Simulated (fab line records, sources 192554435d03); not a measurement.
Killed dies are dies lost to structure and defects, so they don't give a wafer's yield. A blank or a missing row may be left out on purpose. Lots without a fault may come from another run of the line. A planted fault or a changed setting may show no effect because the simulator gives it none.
Problem report in the 8D (eight disciplines) form, filled by code | flow n5_finfet | the parts of the form that need people (team, actions taken, sign-off) are left out

1. THE PROBLEM
trench_depth_nm at N5_BEOL_M9_OCD_MEAS_38 reads a mean of 124 nm on 2 wafers of 2 lots; wafers without a fault read 150 nm with a standard deviation of 3.2. That is -8.3 standard deviations from the usual mean.
First seen on wafer L760.1, day 12 20:40, on ocd-01. The record holds 19 wafers of 7 lots with a number at this step. Rule for "out", or "out of limits": more than 4 standard deviations from the usual mean. The other wafers with a number count as sound.

2. WHAT IT IS AND WHAT IT IS NOT
question                    | is                | is not
which readings at this step | trench_depth_nm   | -
which lots                  | L760, L762        | L751, L754, L767, L768, L772
which wafers of those lots  | L760.1, L762.3    | L760.4, L762.4
read on which gauges        | ocd-01, ocd-02    | -
when                        | from day 12 20:40 | up to then (7 sound wafers); but 10 sound wafers of L762, L767, L768, L772 came after

3. SUSPECTS, AND WHAT RULES EACH OUT
Counting: a tool at a process step up to the reading stays a suspect if it ran every lot that is out. Sound lots after the first of them don't rule it out here, since some wafers of a struck lot are sound.
- the gauge at N5_BEOL_M9_OCD_MEAS_38: ruled out. The wafers that are out were read on 2 gauges (ocd-01, ocd-02).
- rie_diel-04 at N5_BEOL_M9_VIA_ETCH_34 (etches SiCOH lowk in C4F6/O2, target depth 182.4 nm, time 68.4 s): kept. It ran every lot that is out, first L760 (day 12 20:23); its last sound lot up to then is L754 (day 10 19:19).
- rie_diel-04 at N5_BEOL_M9_TRENCH_ETCH_37 (etches SiCOH lowk in C4F6/O2, target depth 151.43 nm, time 49 s): kept. It ran every lot that is out, first L760 (day 12 20:29); its last sound lot up to then is L754 (day 10 19:25).
- rie_diel-04 at N5_BEOL_M9_STRIP_80 (strips in N2/H2, time 10 s): kept. It ran every lot that is out, first L760 (day 12 20:40); its last sound lot up to then is L754 (day 10 19:35). N5_BEOL_M9_STRIP_80 gives no start for some lots, so the hours and the order of its lots are those of N5_BEOL_M9_OCD_MEAS_38.
Left after counting: rie_diel-04 at N5_BEOL_M9_VIA_ETCH_34, rie_diel-04 at N5_BEOL_M9_TRENCH_ETCH_37, rie_diel-04 at N5_BEOL_M9_STRIP_80.

4. THE CAUSE (what the simulator had put in)
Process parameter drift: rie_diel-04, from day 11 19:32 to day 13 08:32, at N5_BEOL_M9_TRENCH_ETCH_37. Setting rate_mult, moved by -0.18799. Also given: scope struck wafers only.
Counting left 3 suspects, and this tool is among them.

5. THE CHAIN OF EFFECTS, in route order
Each row: a reading whose mean over the struck wafers that have a number lies more than 3 standard deviations from the usual. Only readings for which the record gives a usual standard deviation are gone through. hours: the time from each lot's start at the first step in this table that gives one to its start at this step, as a median over the lots. sigmas: the change in usual standard deviations.
hours | step                    | reading          | usual        | on struck wafers | change | sigmas
0     | N5_BEOL_M9_OCD_MEAS_38  | trench_depth_nm  | 150 nm       | 124              | -26    | -8.3
3     | N5_BEOL_M9_THK_MEAS_53  | M9_THK           | 140 nm       | 113              | -27    | -7.5
3     | N5_BEOL_M9_RS_MEAS_57   | M9_RS            | 0.153 ohm/sq | 0.194            | +0.041 | +9.9
44    | N5_BEOL_M15_RC_MEAS_101 | SERP_M9          | 3.10 ohm/um  | 3.91             | +0.81  | +8.1
44    | N5_BEOL_M15_RC_MEAS_101 | SERP_M9_max_site | 3.21 ohm/um  | 4.00             | +0.79  | +7.8

6. WHAT WOULD HAVE CAUGHT IT SOONER
In this record the first reading out of limits at a measuring or inspecting step was taken at day 12 20:40, 25 hours after the fault began at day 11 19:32.
Of the tool readings at N5_BEOL_M9_TRENCH_ETCH_37 for which the record gives a usual standard deviation, none was out on any struck wafer, so an alarm limit of 4 standard deviations on them would not have fired.
Of the lots that are out (2), L762 began N5_BEOL_M9_TRENCH_ETCH_37 on rie_diel-04 after day 12 20:40. A hold on the tool at that time would have spared it.
